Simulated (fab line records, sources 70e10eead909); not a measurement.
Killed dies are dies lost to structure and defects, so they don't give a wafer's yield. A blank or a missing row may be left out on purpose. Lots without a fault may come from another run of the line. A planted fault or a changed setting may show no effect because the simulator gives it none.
A struck lot beside a sound one | flow nand_harc | 25 steps out of a route of 1159
Sound: wafers L743.4, L743.5, L743.6. Struck: wafers L749.3, L749.5, L749.6. The cause comes at the end.
At each step with rows: each side's tool, then ch and its chambers, then its first start. Under that, the readings that differ: sound wafers | struck wafers | difference of the means | sigmas: that difference in standard deviations of wafers without a fault.
alike: readings whose means differ by less than 2 such deviations, and words and numbers that are the same on both sides. not compared: withheld readings, readings that some wafer has no value for, bounds like >300 that may hide the same value, and numbers for which the record gives no deviation and whose values overlap.
The two part at a step that has a row with sigmas, a row that says differs or no value, or rows on one side only. Numbers that don't overlap but have no deviation are shown without sigmas and don't part them. A reading that every wafer of one side lacks parts them only if that side has two wafers or more.

first, 1 step without rows for these wafers: NHARC_A_M0_SRD_25.
NHARC_A_M0_INSPECT_27:
  sound on defect_inspect-02, day 17 18:19; struck on defect_inspect-02, day 18 22:16
  alike: raw_defect_count
NHARC_A_M0_PRE_CLEAN_31: time 12 s.
  sound on pecvd-04 ch 0,1, day 17 18:25; struck on pecvd-04 ch 0,1,2, day 18 22:21
  alike: heater_power_outer_w, heater_power_w
NHARC_A_M0_DEP_32: deposits SiCN, target thk 30 nm.
  sound on pecvd-04 ch 0,1, day 17 18:37; struck on pecvd-04 ch 0,1,2, day 18 22:27
  alike: heater_power_outer_w, heater_power_w, showerhead_vpp_V
then, 7 steps without rows for these wafers: NHARC_A_M1_DEP_00 (deposits SiOC, target thk 182.5 nm); NHARC_A_M1_DEHYDRATE_01 (time 120 s); NHARC_A_M1_HMDS_02 (time 30 s); NHARC_A_M1_COAT_34 (time 65 s); NHARC_A_M1_COAT_03 (resist thk 90 nm); NHARC_A_M1_SOFTBAKE_04 (time 55 s); NHARC_A_M1_EBR_05.
NHARC_A_M1_EXPOSE_06: exposes mask A M1, target cd 120 nm.
  sound on arfi_scanner-03 ch 0, day 17 19:44; struck on arfi_scanner-01 ch 0, day 18 23:35
  reading              | sound             | struck               | difference | sigmas
  exposure_dose_mJ_cm2 | 75.05 74.97 74.99 | 114.86 114.92 114.85 | +39.87     | +99 or more
  alike: mask, stage_vel_mm_s
then, 2 steps without rows for these wafers: NHARC_A_M1_PEB_07 (peb time 65 s); NHARC_A_M1_DEVELOP_08 (develop time 35 s).
NHARC_A_M1_CD_MEAS_09: target cd 120 nm.
  sound on cd_sem-02 ch 0, day 17 19:52; struck on cd_sem-02 ch 0, day 18 23:43
  reading    | sound             | struck            | difference | sigmas
  cd_nm (nm) | 119.4 119.9 120.1 | 145.7 144.8 146.0 | +25.7      | +44
NHARC_A_M1_OVL_MEAS_10: pitch 240 nm.
  sound on overlay-02, day 17 19:57; struck on overlay-01, day 18 23:49
  reading           | sound       | struck         | difference | sigmas
  overlay_y_nm (nm) | 0.7 0.8 0.7 | -1.6 -0.8 -0.5 | -1.7       | -2
  alike: overlay_x_nm
NHARC_A_M1_INSPECT_11:
  sound on defect_inspect-02, day 17 20:00; struck on defect_inspect-02, day 18 23:51
  alike: raw_defect_count
NHARC_A_M1_DESCUM_14: chemistry O2, time 3 s.
  sound on rie_diel-09 ch 1,2,3, day 17 20:05; struck on rie_diel-08 ch 2,3, day 18 23:55
  reading               | sound             | struck            | difference | sigmas
  model.A_M1.cd_nm (nm) | 119.4 119.4 120.4 | 145.4 144.7 145.3 | +25.4      |
  alike: drypump_motor_current_A, o2_flow_sccm, oes_product_au, rf_vpp_V, showerhead_plenum_p_Torr, throttle_valve_pct
  not compared: rf_hours_counter_h
NHARC_A_M1_ETCH_35: etches the open film in N2/H2, target depth 40 nm, overetch 12 nm, time 43.94 s.
  sound on rie_diel-09 ch 0,1, day 17 20:08; struck on rie_diel-08 ch 0,1,2, day 19 00:07
  alike: drypump_motor_current_A, oes_product_au, rf_vpp_V, showerhead_plenum_p_Torr, throttle_valve_pct
  not compared: rf_hours_counter_h
NHARC_A_M1_ETCH_15: etches the open film in C4F8/Ar, target depth 182.5 nm, time 91.2 s.
  sound on rie_diel-09 ch 0,1,3; struck on rie_diel-08 ch 0,3
  alike: oes_product_au, rf_vpp_V
  not compared: rf_hours_counter_h
NHARC_A_M1_CD_MEAS_16:
  sound on cd_sem-02, day 17 20:22; struck on cd_sem-01, day 19 00:20
  reading    | sound             | struck            | difference | sigmas
  cd_nm (nm) | 119.2 119.2 119.7 | 145.6 144.5 146.0 | +26.0      | +34
NHARC_A_M1_STRIP_18: strips in N2/H2.
  sound on rie_diel-13 ch 1,2,3, day 17 20:31; struck on rie_diel-13 ch 0,2,3, day 19 00:31
  alike: drypump_motor_current_A, oes_product_au, rf_vpp_V, showerhead_plenum_p_Torr, throttle_valve_pct
  not compared: rf_hours_counter_h
NHARC_A_M1_ETCH_28: etches the open film in CF4/N2, target depth 30 nm, time 72.99 s.
  sound on rie_diel-13 ch 0,2,3; struck on rie_diel-13 ch 2,3
  reading               | sound             | struck            | difference | sigmas
  model.A_M1.cd_nm (nm) | 118.2 119.1 120.2 | 145.7 144.5 146.5 | +26.4      |
  alike: drypump_motor_current_A, oes_product_au, rf_vpp_V, showerhead_plenum_p_Torr, throttle_valve_pct
  not compared: rf_hours_counter_h
then, 1 step without rows for these wafers: NHARC_A_M1_STRIP_19 (strips in post etch residue remover, time 600 s).
NHARC_END_SORT_01:
  sound on prober-02 ch 0, day 19 09:34; struck on prober-01 ch 0, day 20 13:44
  reading            | sound     | struck      | difference | sigmas
  sort_bin_2_pct (%) | 0 0.4 0.6 | 1.8 1.5 1.9 | +1.4       | +2
  alike: defect_limited_yield, killed_at_array, killed_at_other, killed_at_periphery, killed_dies, killed_open, killed_short, sort_bin_3_pct, sort_bin_4_pct, sort_n_pass, sort_rim_yield_pct, sort_yield_pct

WHERE THEY PART
First at NHARC_A_M1_EXPOSE_06; last, within this record, at NHARC_END_SORT_01.

WHY: what the simulator had put in
Process parameter drift: arfi_scanner-01, from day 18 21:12 on, at NHARC_A_M1_EXPOSE_06. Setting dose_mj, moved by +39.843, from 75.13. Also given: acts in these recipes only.
